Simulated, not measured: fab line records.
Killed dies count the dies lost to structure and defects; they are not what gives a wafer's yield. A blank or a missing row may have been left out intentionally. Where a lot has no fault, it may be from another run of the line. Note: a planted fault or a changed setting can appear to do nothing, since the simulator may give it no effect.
Which of the tools did it? | flow nand-harc | 33 wafers from 11 lots sampled at 3 of the route's 1159 steps

WHAT EACH GAUGE READ, for each wafer
NHARC_A_M1_OVL_MEAS_10: pitch 240 nm. Usual: overlay-x-nm -0.1 nm, standard deviation 0.82; overlay-y-nm 0.1 nm, standard deviation 0.75.
lot  | measured     | on         | overlay-x-nm (nm) | overlay-y-nm (nm) | flag
L368 | day 17 21:53 | overlay-01 | -0.6 -0.6 -0.9    | 0.4 0.6 0.2       |
L372 | day 18 01:10 | overlay-02 | -0.5 -0.1 0.5     | -0.5 -0.8 -0.8    |
L371 | day 18 02:35 | overlay-02 | -0.9 -0.1 -0.7    | -0.2 0.0 0.6      |
L373 | day 18 19:44 | overlay-01 | 1.6 1.6 1.5       | -0.1 0.4 0.0      |
L374 | day 19 08:16 | overlay-02 | 0.5 0.4 0.6       | -0.3 -1.0 -0.4    |
L377 | day 19 13:28 | overlay-01 | -1.0 -0.2 -0.5    | 0.0 0.1 0.3       |
L375 | day 19 18:08 | overlay-01 | -0.7 -0.9 -0.9    | -0.9 -0.7 -0.4    |
L384 | day 21 15:17 | overlay-01 | -1.3 -1.4 -1.7    | -0.1 -0.3 -0.6    |
L385 | day 21 17:53 | overlay-01 | -0.9 -0.8 -1.6    | 1.7 1.0 1.1       |
L386 | day 22 01:33 | overlay-02 | -0.2 0.0 -0.2     | 0.2 0.8 0.7       |
L391 | day 22 15:35 | overlay-02 | -1.5 -1.7 -1.9    | 0.4 0.2 0.1       |

NHARC_A_BONDPAD_CD_MEAS_13. Usual: 499.0 nm for cd-nm, sd 1.8.
lot  | measured     | on        | cd-nm (nm)        | flag
L368 | day 18 03:16 | cd-sem-01 | 498.9 497.1 499.5 |
L372 | day 18 06:11 | cd-sem-02 | 496.2 494.4 496.3 |
L371 | day 18 11:47 | cd-sem-01 | 499.6 500.0 501.1 |
L373 | day 19 01:14 | cd-sem-02 | 497.5 497.1 496.5 |
L374 | day 19 13:35 | cd-sem-03 | 498.8 500.0 498.2 |
L377 | day 19 18:43 | cd-sem-02 | 497.8 496.8 497.9 |
L375 | day 19 23:44 | cd-sem-02 | 498.5 498.9 496.5 |
L384 | day 21 20:28 | cd-sem-02 | 498.4 500.5 499.4 |
L385 | day 21 23:06 | cd-sem-02 | 499.4 500.1 497.5 |
L386 | day 22 06:58 | cd-sem-03 | 498.2 498.0 498.0 |
L391 | day 22 21:03 | cd-sem-02 | 500.5 501.0 503.1 |

EACH LOT AND THE TOOL THAT RAN IT (in order: tool; ch and the chambers of the sampled wafers; start)
lot  | NHARC_A_BONDPAD_ETCH_34
L368 | rie-diel-03 ch 1,2, day 18 03:03
L372 | rie-diel-03 ch 0,1,2, day 18 05:58
L371 | rie-diel-03 ch 1,2, day 18 11:34
L373 | rie-diel-03 ch 0,2, day 19 01:00
L374 | rie-diel-07 ch 1,2,3, day 19 13:22
L377 | rie-diel-07 ch 0,2, day 19 18:29
L375 | rie-diel-07 ch 0,1,3, day 19 23:31
L384 | rie-diel-03 ch 0,1,2, day 21 20:14
L385 | rie-diel-03 ch 0,2, day 21 22:52
L386 | rie-diel-01 ch 0,2,3, day 22 06:43
L391 | rie-diel-03 ch 0,2,3, day 22 20:50
- NHARC_A_BONDPAD_ETCH_34: etches the open film in N2/H2, target depth 60 nm, overetch 18 nm, time 65.91 s.

WHAT THE TOOLS THEMSELVES READ (means of the sampled wafers that have a number; where no wafer has one, the mark that the record gives instead)
NHARC_A_BONDPAD_ETCH_34. Usual: chamber-pressure-mTorr 29.998 mTorr, standard deviation 0.029; drypump-motor-current-A 5.63 A, standard deviation 0.19; h2-flow-sccm 150.0 sccm, standard deviation 0.52; oes-product-au 1.000 a.u., standard deviation 0.007; rf-fwd-power-W 397.3 W, standard deviation 1.2; rf-vpp-V 431.9 V, standard deviation 2.3; showerhead-plenum-p-Torr 2.09 Torr, standard deviation 0.079; throttle-valve-pct 14.173 %, standard deviation 0.0087.
lot  | tool        | chamber-pressure-mTorr (mTorr) | drypump-motor-current-A (A) | h2-flow-sccm (sccm) | oes-product-au (a.u.) | rf-fwd-power-W (W) | rf-vpp-V (V) | showerhead-plenum-p-Torr (Torr) | throttle-valve-pct (%) | flag
L368 | rie-diel-03 | 29.970                         | 5.54                        | 150.5               | 1.004                 | 397.1              | 432.6        | 2.16                            | 14.168                 |
L372 | rie-diel-03 | 30.006                         | 5.55                        | 150.5               | 1.002                 | 397.1              | 432.9        | 2.16                            | 14.177                 |
L371 | rie-diel-03 | 30.021                         | 5.65                        | 149.3               | 1.003                 | 396.8              | 433.8        | 2.16                            | 14.171                 |
L373 | rie-diel-03 | 29.984                         | 5.56                        | 150.3               | 0.998                 | 396.2              | 433.8        | 2.16                            | 14.166                 |
L374 | rie-diel-07 | 29.988                         | 5.75                        | 150.0               | 1.000                 | 398.3              | 430.1        | 2.01                            | 14.169                 |
L377 | rie-diel-07 | 30.027                         | 5.84                        | 149.7               | 0.998                 | 397.6              | 430.5        | 2.02                            | 14.174                 |
L375 | rie-diel-07 | 30.021                         | 5.76                        | 149.9               | 0.957                 | 397.8              | 429.1        | 1.97                            | 14.183                 | OFF
L384 | rie-diel-03 | 29.978                         | 5.55                        | 150.0               | 0.998                 | 398.0              | 433.3        | 2.15                            | 14.166                 |
L385 | rie-diel-03 | 29.992                         | 5.63                        | 150.0               | 1.003                 | 397.6              | 432.9        | 2.16                            | 14.173                 |
L386 | rie-diel-01 | 29.981                         | 5.98                        | 150.0               | 1.000                 | 398.1              | 429.6        | 2.01                            | 14.179                 |
L391 | rie-diel-03 | 29.972                         | 5.57                        | 149.8               | 0.998                 | 396.5              | 433.2        | 2.12                            | 14.176                 |

THE ANSWER, worked out from the rows above alone
Rule: a lot is off if the mean of its wafers that have a number lies more than 3 standard deviations from the usual mean. Also off: a lot with no number at a reading for which 4 or more lots have one. Where the step has rows for the other lots, those lots are counted as sound. First the gauges in route order, then the tools' own readings, where a lot's mean is used as printed above. At the first step where some lot is off, the reading lying furthest off is the one used; lots without a number count as furthest.
Off at NHARC_A_BONDPAD_ETCH_34 (oes-product-au): L375.
If a tool, at that step or one of the process steps before it, ran each lot that is off and ran no sound lot following the first of them, it fits. One fits: rie-diel-07 at NHARC_A_BONDPAD_ETCH_34. A fault onset in the window from L377 (day 19 18:29, its last sound lot) to L375 (day 19 23:31, its first lot off) fits.
The tool's own readings at NHARC_A_BONDPAD_ETCH_34 bear it out: on the lots that are off they differ by more than 5 times the standard deviation of the sound lots' means. oes-product-au reads 0.957 a.u. there against 1.000 a.u. on the sound lots.

WHAT WAS PUT IN BY THE SIMULATOR
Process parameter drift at NHARC_A_BONDPAD_ETCH_34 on rie-diel-07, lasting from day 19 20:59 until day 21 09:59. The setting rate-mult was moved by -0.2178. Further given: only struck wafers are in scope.
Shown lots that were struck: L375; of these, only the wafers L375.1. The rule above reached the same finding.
